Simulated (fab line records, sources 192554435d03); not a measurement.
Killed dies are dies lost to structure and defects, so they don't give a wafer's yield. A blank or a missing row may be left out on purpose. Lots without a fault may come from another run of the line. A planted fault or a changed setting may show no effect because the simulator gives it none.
Chamber matching | flow n5_finfet | N5_BEOL_M1_ETCHBACK_99 on rie_diel-04: 4 sister chambers
The step etches SiO2 in CHF3, target depth 5 nm, time 10.4 s. 18 wafers are shown with their chamber, then 9 later ones without.

WAFERS WITH THEIR CHAMBER
wafer  | chamber | drypump_motor_current_A (A) | throttle_valve_pct (%) | showerhead_plenum_p_Torr (Torr)
L076.1 | 0       | 5.9                         | 17.26                  | 2.13
L076.4 | 3       | 5.1                         | 16.94                  | 2.10
L076.6 | 3       | 5.1                         | 16.92                  | 2.10
L080.4 | 0       | 5.9                         | 17.26                  | 2.13
L080.5 | 1       | 5.3                         | 17.09                  | 2.14
L080.6 | 2       | 5.7                         | 17.51                  | 2.05
L079.1 | 3       | 5.1                         | 16.93                  | 2.10
L079.4 | 2       | 5.7                         | 17.51                  | 2.05
L079.6 | 3       | 5.1                         | 16.94                  | 2.10
L081.3 | 3       | 5.2                         | 16.94                  | 2.10
L081.5 | 0       | 5.9                         | 17.28                  | 2.13
L081.6 | 3       | 5.1                         | 16.93                  | 2.10
L087.1 | 0       | 5.9                         | 17.28                  | 2.13
L087.3 | 1       | 5.3                         | 17.12                  | 2.13
L087.5 | 3       | 5.1                         | 16.95                  | 2.09
L089.1 | 1       | 5.3                         | 17.11                  | 2.13
L089.5 | 2       | 5.7                         | 17.53                  | 2.04
L089.6 | 3       | 5.2                         | 16.96                  | 2.09

SIGNATURES (means of the wafers above)
reading                  | chamber 0 | chamber 1 | chamber 2 | chamber 3 | scatter within a chamber
drypump_motor_current_A  | 5.900     | 5.300     | 5.700     | 5.125     | 0.0327
throttle_valve_pct       | 17.2700   | 17.1067   | 17.5167   | 16.9387   | 0.0126
showerhead_plenum_p_Torr | 2.1300    | 2.1333    | 2.0467    | 2.0975    | 0.0045
Rule: a wafer's distance from a chamber is the root of the sum, over the readings, of the square of ((its reading less the chamber's mean) divided by the reading's scatter). The wafer belongs to the nearest chamber; if the next one is less than 2 further off, it can't be placed. The scatter: the root of (the sum of the squares of (reading less its chamber's mean) over the shown wafers, divided by (wafers less chambers)).

WAFERS WITHOUT THEIR CHAMBER
wafer  | drypump_motor_current_A (A) | throttle_valve_pct (%) | showerhead_plenum_p_Torr (Torr)
L090.1 | 5.1                         | 16.94                  | 2.09
L090.3 | 5.7                         | 17.53                  | 2.04
L090.6 | 5.3                         | 17.10                  | 2.13
L095.2 | 5.9                         | 17.33                  | 2.12
L095.5 | 5.9                         | 17.32                  | 2.12
L095.6 | 5.2                         | 16.98                  | 2.09
L097.2 | 5.9                         | 17.32                  | 2.12
L097.3 | 5.7                         | 17.14                  | 2.30
L097.5 | 5.7                         | 17.14                  | 2.30

WHICH CHAMBER EACH WENT THROUGH
wafer  | from the rows above     | in truth
L090.1 | 3                       | 3
L090.3 | 2                       | 2
L090.6 | 1                       | 1
L095.2 | 0                       | 0
L095.5 | 0                       | 0
L095.6 | 3                       | 3
L097.2 | 0                       | 0
L097.3 | can't be placed: 1 or 0 | 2
L097.5 | can't be placed: 1 or 0 | 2
Placed correctly: 7 of 9. Can't be placed from these rows: 2 (the true chamber is among the candidates in 0). Placed wrongly: 0.
